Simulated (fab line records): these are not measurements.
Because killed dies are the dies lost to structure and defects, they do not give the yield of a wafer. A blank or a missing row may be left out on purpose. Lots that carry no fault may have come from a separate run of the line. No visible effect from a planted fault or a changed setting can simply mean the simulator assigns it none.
A sampling plan put to the test    flow n5-finfet    each of the 70 faults these records tell of, on one fab line, judged from the records of the lots it struck
Plan = the line's own looks (route steps where a gauge or an inspection reads the wafer without altering it). Where struck wafers have a number at a look and the file lists that look's usual mean and standard deviation on fault-free wafers, the look can be judged. Caught: at a look after the fault's first step, the mean of the struck wafers lies 4 or more of those standard deviations (sigma) from the usual mean. On the tool: here the same test is run on the tool's own readings at the fault's steps. It also counts as caught if the struck wafers ran another recipe or if their record alone is blank.

== THE FAULTS, as the simulator had put them in ==
1. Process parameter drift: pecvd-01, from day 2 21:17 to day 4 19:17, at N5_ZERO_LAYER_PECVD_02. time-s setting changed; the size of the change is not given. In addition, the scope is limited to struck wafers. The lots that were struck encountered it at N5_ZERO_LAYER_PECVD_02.
2. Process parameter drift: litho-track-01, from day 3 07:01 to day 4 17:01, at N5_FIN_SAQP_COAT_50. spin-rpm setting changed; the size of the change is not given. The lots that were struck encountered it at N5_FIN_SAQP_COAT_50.
3. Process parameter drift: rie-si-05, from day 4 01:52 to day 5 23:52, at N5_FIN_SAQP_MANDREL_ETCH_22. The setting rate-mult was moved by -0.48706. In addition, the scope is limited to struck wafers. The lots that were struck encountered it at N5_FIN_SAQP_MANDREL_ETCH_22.
4. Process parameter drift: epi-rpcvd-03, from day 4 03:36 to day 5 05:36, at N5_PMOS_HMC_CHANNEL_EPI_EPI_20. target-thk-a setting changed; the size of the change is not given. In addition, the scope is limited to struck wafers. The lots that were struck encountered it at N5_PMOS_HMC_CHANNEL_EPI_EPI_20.
5. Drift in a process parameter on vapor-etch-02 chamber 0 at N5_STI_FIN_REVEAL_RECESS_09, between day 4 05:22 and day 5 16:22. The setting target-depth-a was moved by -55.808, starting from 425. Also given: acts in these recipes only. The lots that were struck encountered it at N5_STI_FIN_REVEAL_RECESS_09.
6. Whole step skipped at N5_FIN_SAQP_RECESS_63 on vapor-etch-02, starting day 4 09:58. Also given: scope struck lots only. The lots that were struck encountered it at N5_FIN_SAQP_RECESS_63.
7. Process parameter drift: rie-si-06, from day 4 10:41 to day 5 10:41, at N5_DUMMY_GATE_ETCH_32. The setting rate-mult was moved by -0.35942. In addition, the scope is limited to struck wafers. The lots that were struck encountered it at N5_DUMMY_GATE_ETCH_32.
8. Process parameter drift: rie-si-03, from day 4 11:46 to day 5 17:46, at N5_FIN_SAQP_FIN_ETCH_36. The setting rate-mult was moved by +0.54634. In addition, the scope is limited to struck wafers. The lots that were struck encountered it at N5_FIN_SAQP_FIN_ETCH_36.
9. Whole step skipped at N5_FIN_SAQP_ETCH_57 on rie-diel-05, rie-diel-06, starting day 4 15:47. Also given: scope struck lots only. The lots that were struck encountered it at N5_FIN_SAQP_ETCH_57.
10. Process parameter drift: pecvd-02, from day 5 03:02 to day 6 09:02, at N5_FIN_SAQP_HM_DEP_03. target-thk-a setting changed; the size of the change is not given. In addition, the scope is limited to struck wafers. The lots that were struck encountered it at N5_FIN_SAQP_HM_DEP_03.
11. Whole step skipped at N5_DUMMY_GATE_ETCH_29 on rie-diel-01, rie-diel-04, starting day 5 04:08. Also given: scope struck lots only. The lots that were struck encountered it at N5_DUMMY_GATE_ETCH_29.
12. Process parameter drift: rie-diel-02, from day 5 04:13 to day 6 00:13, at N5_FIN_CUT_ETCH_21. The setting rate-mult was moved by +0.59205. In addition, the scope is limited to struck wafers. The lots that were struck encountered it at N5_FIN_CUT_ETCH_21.
13. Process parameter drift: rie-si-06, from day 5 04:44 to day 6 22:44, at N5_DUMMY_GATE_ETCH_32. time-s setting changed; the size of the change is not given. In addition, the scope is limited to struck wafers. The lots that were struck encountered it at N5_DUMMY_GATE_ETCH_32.
14. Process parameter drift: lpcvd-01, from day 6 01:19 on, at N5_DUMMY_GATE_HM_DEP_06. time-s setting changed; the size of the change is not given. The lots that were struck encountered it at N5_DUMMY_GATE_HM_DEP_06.
15. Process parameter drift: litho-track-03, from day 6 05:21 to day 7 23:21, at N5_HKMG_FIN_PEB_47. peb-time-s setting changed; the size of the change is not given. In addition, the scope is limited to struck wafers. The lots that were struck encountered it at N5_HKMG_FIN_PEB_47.
16. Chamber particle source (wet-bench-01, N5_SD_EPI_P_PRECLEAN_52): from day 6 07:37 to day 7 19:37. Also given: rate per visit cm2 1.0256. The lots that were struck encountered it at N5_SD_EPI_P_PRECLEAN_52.
17. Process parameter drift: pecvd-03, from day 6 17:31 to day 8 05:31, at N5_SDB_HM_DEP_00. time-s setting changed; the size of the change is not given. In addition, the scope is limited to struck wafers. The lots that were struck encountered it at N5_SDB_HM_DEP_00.
18. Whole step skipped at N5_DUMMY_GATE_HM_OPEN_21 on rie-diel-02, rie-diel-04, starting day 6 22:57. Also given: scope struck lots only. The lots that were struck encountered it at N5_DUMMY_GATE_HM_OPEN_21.
19. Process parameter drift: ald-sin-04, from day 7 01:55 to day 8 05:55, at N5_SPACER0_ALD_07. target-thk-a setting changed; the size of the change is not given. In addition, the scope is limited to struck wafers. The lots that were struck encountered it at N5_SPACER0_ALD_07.
20. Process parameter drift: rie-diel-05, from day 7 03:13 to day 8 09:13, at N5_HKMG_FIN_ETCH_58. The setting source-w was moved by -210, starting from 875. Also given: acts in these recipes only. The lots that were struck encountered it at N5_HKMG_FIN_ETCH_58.
21. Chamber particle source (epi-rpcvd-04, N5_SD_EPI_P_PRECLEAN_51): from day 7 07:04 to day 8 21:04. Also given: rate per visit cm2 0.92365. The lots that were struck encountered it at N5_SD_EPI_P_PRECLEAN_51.
22. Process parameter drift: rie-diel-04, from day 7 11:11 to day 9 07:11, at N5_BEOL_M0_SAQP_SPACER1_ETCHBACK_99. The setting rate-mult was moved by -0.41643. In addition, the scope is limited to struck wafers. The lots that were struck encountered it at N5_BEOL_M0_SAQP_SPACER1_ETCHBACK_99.
23. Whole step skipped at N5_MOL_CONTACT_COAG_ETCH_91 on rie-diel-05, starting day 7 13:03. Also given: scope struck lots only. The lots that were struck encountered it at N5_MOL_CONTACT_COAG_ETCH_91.
24. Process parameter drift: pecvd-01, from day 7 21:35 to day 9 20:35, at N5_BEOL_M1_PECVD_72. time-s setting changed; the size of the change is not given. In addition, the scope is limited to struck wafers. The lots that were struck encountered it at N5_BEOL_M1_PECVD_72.
25. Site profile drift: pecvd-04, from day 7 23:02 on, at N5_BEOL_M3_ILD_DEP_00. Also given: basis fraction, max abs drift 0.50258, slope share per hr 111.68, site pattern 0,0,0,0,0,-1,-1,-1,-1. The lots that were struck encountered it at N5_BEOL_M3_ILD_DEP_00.
26. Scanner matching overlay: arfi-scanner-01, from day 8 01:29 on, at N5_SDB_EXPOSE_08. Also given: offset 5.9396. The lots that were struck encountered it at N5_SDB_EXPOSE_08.
27. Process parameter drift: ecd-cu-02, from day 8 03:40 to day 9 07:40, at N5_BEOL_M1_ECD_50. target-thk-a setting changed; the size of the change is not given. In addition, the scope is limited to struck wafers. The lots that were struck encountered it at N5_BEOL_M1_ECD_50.
28. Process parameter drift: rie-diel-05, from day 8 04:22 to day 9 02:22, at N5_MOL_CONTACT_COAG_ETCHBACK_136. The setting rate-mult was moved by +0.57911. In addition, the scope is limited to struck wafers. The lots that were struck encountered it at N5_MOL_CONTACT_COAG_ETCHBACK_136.
29. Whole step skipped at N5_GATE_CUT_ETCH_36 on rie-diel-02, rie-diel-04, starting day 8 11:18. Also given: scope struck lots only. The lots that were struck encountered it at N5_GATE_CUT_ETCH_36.
30. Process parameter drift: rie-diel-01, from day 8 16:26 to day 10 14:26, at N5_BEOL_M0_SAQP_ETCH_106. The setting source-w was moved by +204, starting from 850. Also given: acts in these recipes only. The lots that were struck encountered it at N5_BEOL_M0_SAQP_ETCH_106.
31. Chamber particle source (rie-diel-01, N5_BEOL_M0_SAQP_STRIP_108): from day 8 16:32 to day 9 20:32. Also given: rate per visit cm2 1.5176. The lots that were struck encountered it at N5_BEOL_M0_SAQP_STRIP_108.
32. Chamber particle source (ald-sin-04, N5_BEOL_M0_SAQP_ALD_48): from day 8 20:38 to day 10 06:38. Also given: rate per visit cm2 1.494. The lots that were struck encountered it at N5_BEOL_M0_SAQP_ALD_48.
33. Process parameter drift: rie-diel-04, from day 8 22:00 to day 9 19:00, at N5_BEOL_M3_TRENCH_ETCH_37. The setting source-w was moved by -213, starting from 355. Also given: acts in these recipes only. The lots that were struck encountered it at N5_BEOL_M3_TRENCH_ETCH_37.
34. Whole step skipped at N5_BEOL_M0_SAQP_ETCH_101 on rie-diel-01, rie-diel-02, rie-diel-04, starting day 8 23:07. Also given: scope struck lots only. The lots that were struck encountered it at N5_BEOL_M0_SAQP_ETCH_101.
35. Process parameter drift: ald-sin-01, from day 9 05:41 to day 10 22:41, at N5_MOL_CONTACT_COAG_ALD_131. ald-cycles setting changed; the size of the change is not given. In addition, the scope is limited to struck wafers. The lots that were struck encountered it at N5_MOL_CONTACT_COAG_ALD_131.
36. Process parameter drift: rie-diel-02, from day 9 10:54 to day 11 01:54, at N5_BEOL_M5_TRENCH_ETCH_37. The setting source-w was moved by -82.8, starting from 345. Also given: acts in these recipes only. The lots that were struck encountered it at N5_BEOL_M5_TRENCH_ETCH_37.
37. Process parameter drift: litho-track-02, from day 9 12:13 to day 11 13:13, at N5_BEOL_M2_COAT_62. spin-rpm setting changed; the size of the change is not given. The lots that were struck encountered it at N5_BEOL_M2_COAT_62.
38. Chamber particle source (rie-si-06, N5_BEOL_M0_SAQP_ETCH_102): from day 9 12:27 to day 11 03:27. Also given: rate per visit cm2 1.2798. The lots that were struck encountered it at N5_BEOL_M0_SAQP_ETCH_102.
39. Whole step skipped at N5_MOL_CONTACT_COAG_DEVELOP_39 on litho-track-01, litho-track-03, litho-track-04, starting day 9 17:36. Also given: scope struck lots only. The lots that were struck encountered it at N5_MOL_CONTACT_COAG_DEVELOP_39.
40. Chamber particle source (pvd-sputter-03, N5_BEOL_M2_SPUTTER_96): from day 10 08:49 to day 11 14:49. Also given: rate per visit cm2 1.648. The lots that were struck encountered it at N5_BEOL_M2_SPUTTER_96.
41. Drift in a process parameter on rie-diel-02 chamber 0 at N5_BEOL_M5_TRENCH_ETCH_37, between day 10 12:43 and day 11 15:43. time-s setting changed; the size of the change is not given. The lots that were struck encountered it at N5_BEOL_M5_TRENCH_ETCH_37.
42. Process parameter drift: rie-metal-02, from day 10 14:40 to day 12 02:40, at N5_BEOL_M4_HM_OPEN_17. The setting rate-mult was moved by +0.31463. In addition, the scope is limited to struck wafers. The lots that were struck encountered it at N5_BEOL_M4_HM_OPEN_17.
43. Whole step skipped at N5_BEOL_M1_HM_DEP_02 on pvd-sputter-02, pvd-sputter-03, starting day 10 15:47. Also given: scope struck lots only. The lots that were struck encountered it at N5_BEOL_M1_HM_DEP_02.
44. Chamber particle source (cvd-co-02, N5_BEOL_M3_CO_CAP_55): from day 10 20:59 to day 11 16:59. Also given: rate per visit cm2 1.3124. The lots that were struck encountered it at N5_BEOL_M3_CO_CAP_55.
45. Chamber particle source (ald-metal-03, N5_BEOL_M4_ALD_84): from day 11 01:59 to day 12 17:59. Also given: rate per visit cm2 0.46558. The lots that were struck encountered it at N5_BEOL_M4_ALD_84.
46. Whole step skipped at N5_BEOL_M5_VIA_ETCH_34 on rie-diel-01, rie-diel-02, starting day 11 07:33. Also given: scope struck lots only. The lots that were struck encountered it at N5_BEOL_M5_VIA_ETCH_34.
47. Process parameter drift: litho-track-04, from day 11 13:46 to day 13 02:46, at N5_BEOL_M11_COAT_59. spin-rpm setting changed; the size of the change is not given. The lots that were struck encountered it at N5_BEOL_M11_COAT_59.
48. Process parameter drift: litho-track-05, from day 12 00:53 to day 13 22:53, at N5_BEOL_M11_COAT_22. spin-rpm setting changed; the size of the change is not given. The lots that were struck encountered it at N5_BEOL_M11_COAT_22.
49. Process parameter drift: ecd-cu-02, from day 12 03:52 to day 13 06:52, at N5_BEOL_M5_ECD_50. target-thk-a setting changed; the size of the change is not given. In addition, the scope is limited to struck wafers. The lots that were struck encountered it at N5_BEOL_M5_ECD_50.
50. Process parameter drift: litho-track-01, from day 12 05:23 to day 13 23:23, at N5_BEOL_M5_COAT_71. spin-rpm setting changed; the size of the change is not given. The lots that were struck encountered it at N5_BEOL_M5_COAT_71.
51. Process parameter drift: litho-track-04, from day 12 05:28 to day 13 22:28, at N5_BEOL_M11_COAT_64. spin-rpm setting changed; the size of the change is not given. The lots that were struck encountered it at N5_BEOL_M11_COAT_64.
52. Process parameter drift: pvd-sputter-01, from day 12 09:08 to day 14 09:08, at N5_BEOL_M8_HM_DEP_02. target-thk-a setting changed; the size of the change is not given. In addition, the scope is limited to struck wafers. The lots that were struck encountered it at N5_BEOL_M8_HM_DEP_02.
53. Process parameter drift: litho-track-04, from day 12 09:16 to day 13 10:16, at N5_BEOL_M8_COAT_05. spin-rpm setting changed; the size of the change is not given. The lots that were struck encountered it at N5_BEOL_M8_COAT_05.
54. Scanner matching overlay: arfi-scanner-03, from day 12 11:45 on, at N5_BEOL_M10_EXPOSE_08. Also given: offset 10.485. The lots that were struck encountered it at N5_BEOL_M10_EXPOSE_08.
55. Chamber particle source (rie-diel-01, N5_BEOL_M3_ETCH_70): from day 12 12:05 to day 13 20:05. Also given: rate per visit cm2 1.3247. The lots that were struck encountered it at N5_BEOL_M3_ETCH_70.
56. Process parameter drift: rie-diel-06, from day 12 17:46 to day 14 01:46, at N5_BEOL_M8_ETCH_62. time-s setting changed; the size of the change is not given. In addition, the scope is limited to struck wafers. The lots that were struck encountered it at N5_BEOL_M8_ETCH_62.
57. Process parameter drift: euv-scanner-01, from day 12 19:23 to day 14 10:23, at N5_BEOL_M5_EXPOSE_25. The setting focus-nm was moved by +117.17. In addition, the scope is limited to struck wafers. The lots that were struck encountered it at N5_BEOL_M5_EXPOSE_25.
58. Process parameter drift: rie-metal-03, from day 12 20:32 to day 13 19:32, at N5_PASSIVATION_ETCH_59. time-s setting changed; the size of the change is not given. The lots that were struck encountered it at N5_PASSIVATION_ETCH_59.
59. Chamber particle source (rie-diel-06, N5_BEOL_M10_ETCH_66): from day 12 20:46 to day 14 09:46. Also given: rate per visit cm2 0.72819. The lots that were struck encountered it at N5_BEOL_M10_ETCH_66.
60. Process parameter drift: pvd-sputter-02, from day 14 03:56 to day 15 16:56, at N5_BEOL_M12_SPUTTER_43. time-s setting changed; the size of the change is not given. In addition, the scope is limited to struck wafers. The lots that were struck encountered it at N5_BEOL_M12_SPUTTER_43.
61. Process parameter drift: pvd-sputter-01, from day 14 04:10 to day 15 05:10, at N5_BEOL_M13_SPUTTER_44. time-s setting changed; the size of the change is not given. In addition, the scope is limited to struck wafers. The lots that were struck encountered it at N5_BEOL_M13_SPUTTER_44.
62. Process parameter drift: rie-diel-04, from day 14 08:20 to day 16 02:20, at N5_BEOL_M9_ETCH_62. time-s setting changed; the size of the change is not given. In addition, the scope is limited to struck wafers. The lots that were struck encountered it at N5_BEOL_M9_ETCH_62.
63. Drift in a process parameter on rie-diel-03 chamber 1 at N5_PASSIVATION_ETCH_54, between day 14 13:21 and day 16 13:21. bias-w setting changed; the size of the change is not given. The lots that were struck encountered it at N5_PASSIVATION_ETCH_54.
64. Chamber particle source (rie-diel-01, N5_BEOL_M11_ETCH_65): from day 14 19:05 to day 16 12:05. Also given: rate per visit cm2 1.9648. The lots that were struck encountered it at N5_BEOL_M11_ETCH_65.
65. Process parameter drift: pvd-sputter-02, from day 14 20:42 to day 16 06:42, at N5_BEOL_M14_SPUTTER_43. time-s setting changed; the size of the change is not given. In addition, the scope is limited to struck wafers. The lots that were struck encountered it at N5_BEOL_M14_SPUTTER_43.
66. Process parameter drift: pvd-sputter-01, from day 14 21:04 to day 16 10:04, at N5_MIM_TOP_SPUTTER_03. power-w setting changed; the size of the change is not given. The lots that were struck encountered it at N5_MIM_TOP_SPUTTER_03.
67. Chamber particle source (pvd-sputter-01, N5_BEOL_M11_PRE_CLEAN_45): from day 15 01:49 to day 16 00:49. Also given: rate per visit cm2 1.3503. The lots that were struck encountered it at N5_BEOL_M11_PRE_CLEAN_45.
68. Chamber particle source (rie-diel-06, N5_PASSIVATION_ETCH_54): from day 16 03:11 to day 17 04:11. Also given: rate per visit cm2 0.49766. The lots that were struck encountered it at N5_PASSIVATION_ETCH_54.
69. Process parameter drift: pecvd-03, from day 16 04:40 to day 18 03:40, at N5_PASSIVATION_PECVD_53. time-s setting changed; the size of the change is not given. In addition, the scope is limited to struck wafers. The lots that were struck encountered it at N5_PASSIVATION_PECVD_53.
70. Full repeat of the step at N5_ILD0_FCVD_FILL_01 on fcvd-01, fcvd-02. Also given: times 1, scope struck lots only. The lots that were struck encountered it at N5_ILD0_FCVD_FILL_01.

== WHAT THE PLAN SAW ==
fault  on the tool itself                                first look that catches it                       reading, sigma                                              median hours from its first step to that look  hours from the fault's start to the first struck lot there  judged looks passed uncaught
1      under 2 sigma                                     not the one look that can be judged after it     -                                                           -                                              -                                                           1
2      spin-speed-rpm -52 sigma                          not the one look that can be judged after it     -                                                           -                                              -                                                           1
3      oes-product-au -8.2 sigma                         N5_FIN_SAQP_INSPECT_40                           raw-defect-count +27                                        4.3                                            7                                                           0
4      no reading that can be judged                     N5_PMOS_HMC_CHANNEL_EPI_THK_MEAS_22              HMC_CMP_THK -12                                             1.6                                            5                                                           0
5      under 2 sigma                                     N5_STI_FIN_REVEAL_FIN_H_MEAS_10                  trench-depth-nm -7.2                                        2.7                                            21                                                          0
6      the tool's record is blank for the struck wafers  no look after it can be judged                   -                                                           -                                              -                                                           0
7      oes-product-au -10 sigma                          none of the 2 looks that can be judged after it  -                                                           -                                              -                                                           2
8      oes-product-au +23 sigma                          N5_FIN_SAQP_OCD_MEAS_76                          trench-depth-nm +22                                         0.2                                            3                                                           0
9      the tool's record is blank for the struck wafers  no look after it can be judged                   -                                                           -                                              -                                                           0
10     under 2 sigma                                     N5_FIN_SAQP_THK_MEAS_05                          thk-nm -7.3                                                 0.1                                            3                                                           0
11     the tool's record is blank for the struck wafers  no look after it can be judged                   -                                                           -                                              -                                                           0
12     under 2 sigma                                     not the one look that can be judged after it     -                                                           -                                              -                                                           1
13     under 2 sigma                                     not the one look that can be judged after it     -                                                           -                                              -                                                           1
14     under 2 sigma                                     no look after it can be judged                   -                                                           -                                              -                                                           0
15     no reading that can be judged                     N5_HKMG_FIN_CD_MEAS_49                           cd-nm +6.0                                                  0.1                                            17                                                          0
16     no reading that can be judged                     N5_SD_EPI_P_INSPECT_26                           raw-defect-count +16                                        2.8                                            11                                                          0
17     under 2 sigma                                     not the one look that can be judged after it     -                                                           -                                              -                                                           1
18     the tool's record is blank for the struck wafers  no look after it can be judged                   -                                                           -                                              -                                                           0
19     under 2 sigma                                     N5_BEOL_M4_RC_MEAS_101                           REXT_P +4.1                                                 116.2                                          121                                                         0
20     rf-fwd-power-W -87 sigma                          not the one look that can be judged after it     -                                                           -                                              -                                                           1
21     under 2 sigma                                     N5_SD_EPI_P_INSPECT_26                           raw-defect-count +15                                        2.8                                            10                                                          0
22     under 2 sigma                                     no look after it can be judged                   -                                                           -                                              -                                                           0
23     the tool's record is blank for the struck wafers  no look after it can be judged                   -                                                           -                                              -                                                           0
24     under 2 sigma                                     not the one look that can be judged after it     -                                                           -                                              -                                                           1
25     under 2 sigma                                     N5_BEOL_M3_THK_MEAS_01                           M3_ILD_THK -13                                              0.1                                            7                                                           0
26     no reading that can be judged                     N5_SDB_OVL_MEAS_12                               SDB_OVL +7.5                                                0.2                                            5                                                           0
27     no reading that can be judged                     not the one look that can be judged after it     -                                                           -                                              -                                                           1
28     only faintly: oes-product-au +2.6 sigma           not the one look that can be judged after it     -                                                           -                                              -                                                           1
29     the tool's record is blank for the struck wafers  no look after it can be judged                   -                                                           -                                              -                                                           0
30     rf-fwd-power-W +69 sigma                          not the one look that can be judged after it     -                                                           -                                              -                                                           1
31     under 2 sigma                                     N5_BEOL_M0_SAQP_INSPECT_42                       raw-defect-count +10                                        2.0                                            11                                                          0
32     under 2 sigma                                     not the one look that can be judged after it     -                                                           -                                              -                                                           1
33     rf-fwd-power-W -99 or beyond sigma                N5_BEOL_M3_OCD_MEAS_38                           trench-depth-nm -10                                         0.2                                            8                                                           0
34     the tool's record is blank for the struck wafers  no look after it can be judged                   -                                                           -                                              -                                                           0
35     under 2 sigma                                     no look after it can be judged                   -                                                           -                                              -                                                           0
36     rf-fwd-power-W -48 sigma                          none of the 3 looks that can be judged after it  strongest: trench-depth-nm at N5_BEOL_M5_OCD_MEAS_38, -3.5  -                                              -                                                           3
37     spin-speed-rpm +99 or beyond sigma                not the one look that can be judged after it     -                                                           -                                              -                                                           1
38     under 2 sigma                                     N5_BEOL_M0_SAQP_INSPECT_42                       raw-defect-count +10                                        2.2                                            6                                                           0
39     no reading that can be judged                     no look after it can be judged                   -                                                           -                                              -                                                           0
40     under 2 sigma                                     no look after it can be judged                   -                                                           -                                              -                                                           0
41     run-length-s +7.9 sigma                           none of the 3 looks that can be judged after it  strongest: trench-depth-nm at N5_BEOL_M5_OCD_MEAS_38, +3.1  -                                              -                                                           3
42     under 2 sigma                                     not the one look that can be judged after it     strongest: SS_P at N5_BEOL_M4_RC_MEAS_101, -2.2             -                                              -                                                           1
43     the tool's record is blank for the struck wafers  not the one look that can be judged after it     -                                                           -                                              -                                                           1
44     under 2 sigma                                     N5_BEOL_M3_INSPECT_59                            raw-defect-count +37                                        0.2                                            4                                                           0
45     under 2 sigma                                     none of the 2 looks that can be judged after it  -                                                           -                                              -                                                           2
46     the tool's record is blank for the struck wafers  no look after it can be judged                   -                                                           -                                              -                                                           0
47     spin-speed-rpm +99 or beyond sigma                no look after it can be judged                   -                                                           -                                              -                                                           0
48     spin-speed-rpm +99 or beyond sigma                none of the 3 looks that can be judged after it  -                                                           -                                              -                                                           3
49     no reading that can be judged                     not the one look that can be judged after it     -                                                           -                                              -                                                           1
50     spin-speed-rpm -99 or beyond sigma                none of the 3 looks that can be judged after it  -                                                           -                                              -                                                           3
51     spin-speed-rpm +34 sigma                          no look after it can be judged                   -                                                           -                                              -                                                           0
52     under 2 sigma                                     N5_BEOL_M8_OCD_MEAS_38                           trench-depth-nm -27                                         3.9                                            4                                                           2
53     spin-speed-rpm -99 or beyond sigma                none of the 3 looks that can be judged after it  -                                                           -                                              -                                                           3
54     no reading that can be judged                     N5_BEOL_M10_OVL_MEAS_12                          M10_OVL +12                                                 0.2                                            13                                                          1
55     under 2 sigma                                     no look after it can be judged                   -                                                           -                                              -                                                           0
56     under 2 sigma                                     no look after it can be judged                   -                                                           -                                              -                                                           0
57     no reading that can be judged                     no look after it can be judged                   -                                                           -                                              -                                                           0
58     under 2 sigma                                     no look after it can be judged                   -                                                           -                                              -                                                           0
59     under 2 sigma                                     no look after it can be judged                   -                                                           -                                              -                                                           0
60     under 2 sigma                                     no look after it can be judged                   -                                                           -                                              -                                                           0
61     under 2 sigma                                     not the one look that can be judged after it     -                                                           -                                              -                                                           1
62     under 2 sigma                                     no look after it can be judged                   -                                                           -                                              -                                                           0
63     bias-w +42 sigma                                  no look after it can be judged                   -                                                           -                                              -                                                           0
64     under 2 sigma                                     no look after it can be judged                   -                                                           -                                              -                                                           0
65     under 2 sigma                                     no look after it can be judged                   -                                                           -                                              -                                                           0
66     cathode-dc-power-W +99 or beyond sigma            no look after it can be judged                   -                                                           -                                              -                                                           0
67     under 2 sigma                                     none of the 2 looks that can be judged after it  -                                                           -                                              -                                                           2
68     under 2 sigma                                     N5_PASSIVATION_INSPECT_57                        raw-defect-count +99 or beyond                              3.1                                            27                                                          0
69     run-length-s +99 or beyond sigma                  no look after it can be judged                   -                                                           -                                              -                                                           0
70     no reading that can be judged                     none of the 3 looks that can be judged after it  -                                                           -                                              -                                                           3
Dash: fault not caught, or number not given in these records.

Caught at a look: 18 of 70. Caught on the tool: 27 of 70. By one or the other: 42 of 70.
Caught on the tool alone: faults 2, 6, 7, 9, 11, 18, 20, 23, 29, 30, 34, 36, 37, 41, 43, 46, 47, 48, 50, 51, 53, 63, 66, 69.
Caught at a look alone: faults 4, 5, 10, 15, 16, 19, 21, 25, 26, 31, 38, 44, 52, 54, 68.
Caught by neither: faults 1, 12, 13, 14, 17, 22, 24, 27, 28, 32, 35, 39, 40, 42, 45, 49, 55, 56, 57, 58, 59, 60, 61, 62, 64, 65, 67, 70.

== THINNER SAMPLING ==
Were the look that catches a fault to measure just every second or every third lot (counted by lot number), the first struck lot would, at worst, be measured this late:
fault  struck lots at that look, in order of time  every lot  every second lot  every third lot
3      L121, L122, L123                            7 h        13 h              19 h
4      L555, L556, L558                            5 h        11 h              may miss all 3
5      L241, L242                                  21 h       27 h              may miss all 2
8      L124, L127                                  3 h        27 h              may miss all 2
10     L540, L541                                  3 h        7 h               may miss all 2
15     L914, L916                                  17 h       may miss all 2    may miss all 2
16     L446, L448                                  11 h       may miss all 2    may miss all 2
19     L158                                        121 h      may miss it       may miss it
21     L626, L628                                  10 h       may miss all 2    may miss all 2
25     L581, L588                                  7 h        47 h              may miss all 2
26     L435, L436                                  5 h        11 h              may miss all 2
31     L716, L717                                  11 h       15 h              may miss all 2
33     L893, L894                                  8 h        20 h              may miss all 2
38     L497, L498                                  6 h        10 h              may miss all 2
44     L893, L894                                  4 h        12 h              may miss all 2
52     L164                                        4 h        may miss it       may miss it
54     L888, L889                                  13 h       22 h              may miss all 2
68     L986                                        27 h       may miss it       may miss it
Hours: fault start to first struck lot measured. The limit of 4 sigma was tested on all struck wafers together, so one lot alone may lie under it. Other struck lots may not be in these records.

== THE LONGEST TIMED WAY FROM STEP TO LOOK ==
Fault 19: the median time between N5_SPACER0_ALD_07 and N5_BEOL_M4_RC_MEAS_101 is 116.2 hours. No look between them can be judged.
